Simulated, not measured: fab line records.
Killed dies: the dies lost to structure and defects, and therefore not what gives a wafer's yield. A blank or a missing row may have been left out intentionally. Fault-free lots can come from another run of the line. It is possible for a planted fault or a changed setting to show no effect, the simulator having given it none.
Split-lot trial | flow n5 finfet | on a route of 1938 steps: 7 lots, 21 wafers read

THE SPLIT
At N5_PASSIVATION_ETCH_54 (etches SiO2 in CHF3/O2, target depth 880 nm, time 440 s), the setting time s was moved away from the recipe's 440 s on 7 of the 21 wafers read, by -19.3% to +19.6%. All remaining wafers had this setting at the recipe value.

Reading taken at the split's own step.

THE READING
etch.depth nm (the simulator's own value, which no gauge read), in nm, at N5_PASSIVATION_ETCH_54 (etches SiO2 in CHF3/O2, target depth 880 nm, time 440 s). The file gives no usual value for it. Across the 14 wafers here that went through the recipe, the average is 879.5 nm and the standard deviation 10 nm.

wafer  | tool, chamber at the split | time s as run, s | against the recipe | etch.depth nm, nm | against lot-mates on the recipe
L074.3 | rie diel-03, 0             | 440              | recipe             | 881.7             | -
L074.4 | rie diel-03, 2             | 440              | recipe             | 883.7             | -
L074.6 | rie diel-03, 0             | 440              | recipe             | 879.9             | -
L078.1 | rie diel-03, 0             | 440              | recipe             | 885.9             | -
L078.3 | rie diel-03, 1             | 526.3            | +19.6%             | 1022              | +136.1
L078.4 | rie diel-03, 2             | 526.3            | +19.6%             | 1056              | +170.1
L080.1 | rie diel-05, 2             | 440              | recipe             | 884.2             | -
L080.3 | rie diel-05, 0             | 354.9            | -19.3%             | 699.9             | -175.2
L080.5 | rie diel-05, 1             | 440              | recipe             | 866               | -
L082.1 | rie diel-05, 3             | 506.3            | +15.1%             | 1009              | +130.4
L082.3 | rie diel-05, 3             | 440              | recipe             | 878.6             | -
L082.6 | rie diel-05, 3             | 506.3            | +15.1%             | 1007              | +128.4
L086.1 | rie diel-05, 1             | 440              | recipe             | 881.5             | -
L086.2 | rie diel-05, 3             | 506.1            | +15.0%             | 1005              | +115.0
L086.3 | rie diel-05, 2             | 440              | recipe             | 898.5             | -
L090.3 | rie diel-03, 0             | 440              | recipe             | 866.2             | -
L090.4 | rie diel-03, 2             | 440              | recipe             | 871.7             | -
L090.6 | rie diel-03, 3             | 403.8            | -8.2%              | 800.2             | -68.8
L097.1 | rie diel-03, 3             | 440              | recipe             | 898.9             | -
L097.2 | rie diel-03, 0             | 440              | recipe             | 872.3             | -
L097.3 | rie diel-03, 2             | 440              | recipe             | 864.3             | -

FIT RESULTS
A straight line over all 21 wafers: etch.depth nm changes by +8.6 nm for each +1% of time s; r = +0.99; the points scatter about the line by 11 nm.
The same after taking each lot's own level away (the mean of its wafers on the recipe; 21 wafers): +8.29 nm for each +1%; r = +0.99; scatter 10 nm.
The reading moves by 1.6e+02 nm for the largest change in time s, on that fit.
Measured against the standard deviation above, the lots' own levels, which go from 868.95 to 890.00 nm, span 2.0 times it.
The two slopes agree, so the slope changes little with the lot-to-lot level.
Check: for one of the wafers moved furthest among these (+19.6%), held out of the fit, the line's prediction against its lot-mates is +168 nm. It came out at +136 nm against them.

FURTHER SPLITS ON THESE WAFERS
Before the reading, these wafers also passed through other splits. Each is held against what the fit with the lots' levels taken away leaves over:
other split on the same wafers             | wafers away from the commonest value | r with etch.depth nm (lot level and that fit taken away)
N5_BEOL_M15_ILD_DEP_00 temp c              | 4                                    | -0.16
N5_BEOL_M15_COAT_04 spin rpm               | 6                                    | -0.07
N5_MIM_BOT_LITHO_DEVELOP_07 develop time s | 4                                    | -0.11
N5_MIM_BOT_ETCH_ETCH_04 time s             | 8                                    | +0.10

THE WHOLE CHAIN: every reading that the file lists as answering this split, in the file's order
step                   | what it does                                            | reading                                                                       | change (the file's fit)             | r (the file's)
N5_PASSIVATION_ETCH_54 | etches SiO2 in CHF3/O2, target depth 880 nm, time 440 s | PASSIVATION.feature depth nm (the simulator's own value, which no gauge read) | +8.3 nm for each +1% of the setting | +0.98
N5_PASSIVATION_ETCH_54 | etches SiO2 in CHF3/O2, target depth 880 nm, time 440 s | etch.depth nm (the simulator's own value, which no gauge read)                | +8.3 nm for each +1% of the setting | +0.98

THE FILE'S OWN FIT
etch.depth nm changes by +8.3 nm for each +1% of time s, r = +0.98.
